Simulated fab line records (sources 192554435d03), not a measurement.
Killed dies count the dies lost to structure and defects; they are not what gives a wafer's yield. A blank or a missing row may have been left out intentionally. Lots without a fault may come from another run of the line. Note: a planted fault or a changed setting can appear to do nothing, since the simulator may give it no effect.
Problem report in the 8D (eight disciplines) form, filled by code + flow n5Finfet + the parts of the form that need people (team, actions taken, sign-off) are left out

1. THE ISSUE
Mean of runLengthS at N5_BEOL_M7_CVD_78: 225.7 s across 4 wafers in 3 lots; on wafers with no fault it is 165.2 s (standard deviation 0.43). So: +99 or more standard deviations from the usual mean.
The step: deposits Co from CCTBA/H2, target thk 2 nm, time 142.3 s.
First seen on wafer L925.4, day 12 22:03, on cvdCo-02. The record has a number at this step for 30 wafers belonging to 11 lots. The rule behind "out" and "out of limits": a value lying over 4 standard deviations away from the usual mean. The other wafers with a number count as sound.

2. WHAT THIS IS AND IS NOT
| question                    | is                             | is not                                                                                                  |
|-----------------------------|--------------------------------|---------------------------------------------------------------------------------------------------------|
| which readings at this step | runLengthS                     | -                                                                                                       |
| which lots                  | L925, L927, L928               | L915, L918, L921, L929, L931, L933, L934, L936                                                          |
| which wafers of those lots  | L925.4, L925.6, L927.4, L928.6 | L927.1, L928.2                                                                                          |
| read on which tools         | cvdCo-02                       | cvdCo-01                                                                                                |
| when                        | from day 12 22:03              | up to then (9 sound wafers); but 17 sound wafers of L927, L928, L929, L931, L933, L934, L936 came after |

3. THE SUSPECTS, EACH WITH WHAT RULES IT OUT
Counting: any tool at a process step up to the reading remains a suspect provided it ran every lot that is out. Sound lots after the first of them don't rule it out here, since some wafers of a struck lot are sound.
- cvdCo-02 at N5_BEOL_M7_CVD_78 (deposits Co from CCTBA/H2, target thk 2 nm, time 142.3 s): kept. Ran every lot that is out, first one L925 (day 12 22:03); last sound lot up to then L921 (day 11 09:07). Out on those wafers are its own readings of runLengthS.
Remaining after the count: cvdCo-02 at N5_BEOL_M7_CVD_78.

4. THE CAUSE (what the simulator had put in)
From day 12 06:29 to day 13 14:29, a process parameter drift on cvdCo-02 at N5_BEOL_M7_CVD_78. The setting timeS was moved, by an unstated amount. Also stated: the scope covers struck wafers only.
Counting left only this tool.

5. THE EFFECT CHAIN, in route order
Each row: a reading where the mean over the struck wafers with a number is more than 3 standard deviations away from the usual. Readings are gone through only where the record gives a usual standard deviation; hours: the median, over the lots, of the time from a lot's start at the first step in this table giving one to that lot's start at this step; sigmas: the change measured in usual standard deviations.
| hours | step              | reading    | usual   | on struck wafers | change | sigmas      |
|-------|-------------------|------------|---------|------------------|--------|-------------|
| 0     | N5_BEOL_M7_CVD_78 | runLengthS | 165.2 s | 225.7            | +60.5  | +99 or more |
It contains these process steps:
- N5_BEOL_M7_CVD_78: deposits Co from CCTBA/H2, target thk 2 nm, time 142.3 s.

6. HOW IT WOULD HAVE BEEN CAUGHT EARLIER
First out-of-limits reading in this record: day 12 22:03, which is 16 hours after fault onset at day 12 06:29.
